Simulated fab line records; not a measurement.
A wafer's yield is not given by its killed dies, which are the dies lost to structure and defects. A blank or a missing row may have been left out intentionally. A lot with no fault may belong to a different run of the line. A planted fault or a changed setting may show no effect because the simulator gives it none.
Check for tools in common	flow nand_harc	33 wafers sampled across 11 lots

== WHY THIS WAS OPENED ==
On 3 of the 11 lots, a flag is raised at NHARC_P_GATE_CD_MEAS_91 on the reading cd_nm. No-fault wafers: 1998.6 nm, standard deviation 2.2.
Rule: a lot gets a flag if all its wafers with a number sit over 4 standard deviations from that mean, or if no wafer of it has a number. As for the other lots, they are considered sound.

lot	measured	on	cd_nm (nm), wafer by wafer	flag
L810	day 6 01:35	cd_sem-03	1997.3 1994.5 1997.6	
L815	day 7 22:00	cd_sem-02	1999.9 2001.6 1996.6	
L816	day 8 05:16	cd_sem-02	1996.0 2000.0 1996.0	
L817	day 8 15:11	cd_sem-01	1997.4 1998.8 1997.5	
L818	day 9 02:10	cd_sem-02	1999.7 1995.8 1999.0	
L819	day 9 22:49	cd_sem-02	1997.6 1997.3 1998.7	
L822	day 10 20:25	cd_sem-01	2000.3 1995.9 1997.3	
L823	day 11 00:54	cd_sem-02	1999.7 1998.2 2002.2	
L824	day 11 19:37	cd_sem-02	2067.3 2068.3 2070.6	FLAGGED
L828	day 13 06:52	cd_sem-01	2068.6 2069.7 2068.5	FLAGGED
L833	day 15 10:20	cd_sem-03	2069.4 2070.3 2067.7	FLAGGED
Average over the flagged lots: 2068.9 nm; offset from the usual +70.3 nm, equal to +32 standard deviations.

== WHICH TOOL RAN EACH LOT ==
3 process steps preceding the reading are held in the record, out of 1302 steps in the route. In each cell: the tool, then ch and the chambers that the sampled wafers went through, then the start.
lot	flag	NHARC_P_GATE_ETCHBACK_37	NHARC_P_GATE_STRIP_101	NHARC_P_GATE_EXPOSE_88
L810		rie_diel-05 ch 0,3, day 5 21:11 or earlier	rie_diel-05 ch 1,2,3, day 5 21:11	krf_scanner-02 ch 0, day 6 01:26
L815		rie_diel-10 ch 1,2, day 7 17:29 or earlier	rie_diel-10 ch 2,3, day 7 17:29	krf_scanner-03 ch 0, day 7 21:50
L816		rie_diel-10 ch 0,1,2, day 8 00:58 or earlier	rie_diel-10 ch 0,1,3, day 8 00:58	krf_scanner-03 ch 0, day 8 05:07
L817		rie_diel-09 ch 1,2, day 8 10:55 or earlier	rie_diel-09 ch 0,2,3, day 8 10:55	krf_scanner-02 ch 0, day 8 15:02
L818		rie_diel-09 ch 0,3, day 8 22:02 or earlier	rie_diel-09 ch 0,1,2, day 8 22:02	krf_scanner-04 ch 0, day 9 02:00
L819		rie_diel-10 ch 1,2,3, day 9 18:33 or earlier	rie_diel-10 ch 1,3, day 9 18:33	krf_scanner-04 ch 0, day 9 22:40
L822		rie_diel-09 ch 1,2,3, day 10 16:09 or earlier	rie_diel-09 ch 0,1,2, day 10 16:09	krf_scanner-04 ch 0, day 10 20:16
L823		rie_diel-10 ch 0,1,2, day 10 20:37 or earlier	rie_diel-10 ch 2,3, day 10 20:37	krf_scanner-04 ch 0, day 11 00:44
L824	FLAGGED	rie_diel-09 ch 0,1,3, day 11 15:29 or earlier	rie_diel-09 ch 0,3, day 11 15:29	krf_scanner-04 ch 0, day 11 19:27
L828	FLAGGED	rie_diel-05 ch 2,3, day 13 02:25 or earlier	rie_diel-05 ch 1,3, day 13 02:25	krf_scanner-04 ch 0, day 13 06:42
L833	FLAGGED	rie_diel-09 ch 1,2, day 15 05:32 or earlier	rie_diel-09 ch 0,2, day 15 05:32	krf_scanner-04 ch 0, day 15 10:10
What is done by these steps:
- NHARC_P_GATE_ETCHBACK_37: etches the open film in CHF3/O2, target depth 34.5 nm, time 17.2 s.
- NHARC_P_GATE_STRIP_101: strips in O2, time 20 s.
- NHARC_P_GATE_EXPOSE_88: exposes mask P HVN, target cd 2000 nm.
- NHARC_P_GATE_CD_MEAS_91: target cd 2000 nm.

== FLAGGED AGAINST TOTAL, ONE TOOL AT A TIME (gauges that did the reading follow at the end) ==
step	tool	lots run	flagged	share of the flagged lots	sound lots run after its first flagged lot
NHARC_P_GATE_ETCHBACK_37	rie_diel-05	2	1	some	0
NHARC_P_GATE_ETCHBACK_37	rie_diel-09	5	2	some	0
NHARC_P_GATE_ETCHBACK_37	rie_diel-10	4	0	none	-
NHARC_P_GATE_STRIP_101	rie_diel-05	2	1	some	0
NHARC_P_GATE_STRIP_101	rie_diel-09	5	2	some	0
NHARC_P_GATE_STRIP_101	rie_diel-10	4	0	none	-
NHARC_P_GATE_EXPOSE_88	krf_scanner-02	2	0	none	-
NHARC_P_GATE_EXPOSE_88	krf_scanner-03	2	0	none	-
NHARC_P_GATE_EXPOSE_88	krf_scanner-04	7	3	all	0
NHARC_P_GATE_CD_MEAS_91	cd_sem-01	3	1	some	0
NHARC_P_GATE_CD_MEAS_91	cd_sem-02	6	1	some	0
NHARC_P_GATE_CD_MEAS_91	cd_sem-03	2	1	some	0
NHARC_P_GATE_ETCHBACK_37: start missing for some lots; hours and lot order therefore follow NHARC_P_GATE_STRIP_101.

== WHAT THE TABLE ALLOWS ==
In the table, 1 row covers all flagged lots: krf_scanner-04 at NHARC_P_GATE_EXPOSE_88.
- krf_scanner-04 at NHARC_P_GATE_EXPOSE_88 ran 7 lots, 3 of them flagged. Last sound lot L823 at day 11 00:44, first flagged lot L824 at day 11 19:27; a fault beginning in between fits. Its own readings (exposure_dose_mJ_cm2) fall more than 4 standard deviations out on all wafers of the flagged lots.
krf_scanner-04 at NHARC_P_GATE_EXPOSE_88 is the single tool remaining.

== WHAT THE SIMULATOR PUT IN ==
Process parameters drifting: krf_scanner-04 at NHARC_P_GATE_EXPOSE_88, beginning at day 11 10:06. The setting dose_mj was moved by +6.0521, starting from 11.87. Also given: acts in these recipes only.
Lots struck among those shown: L824, L828, L833. The rule above reached the same finding.
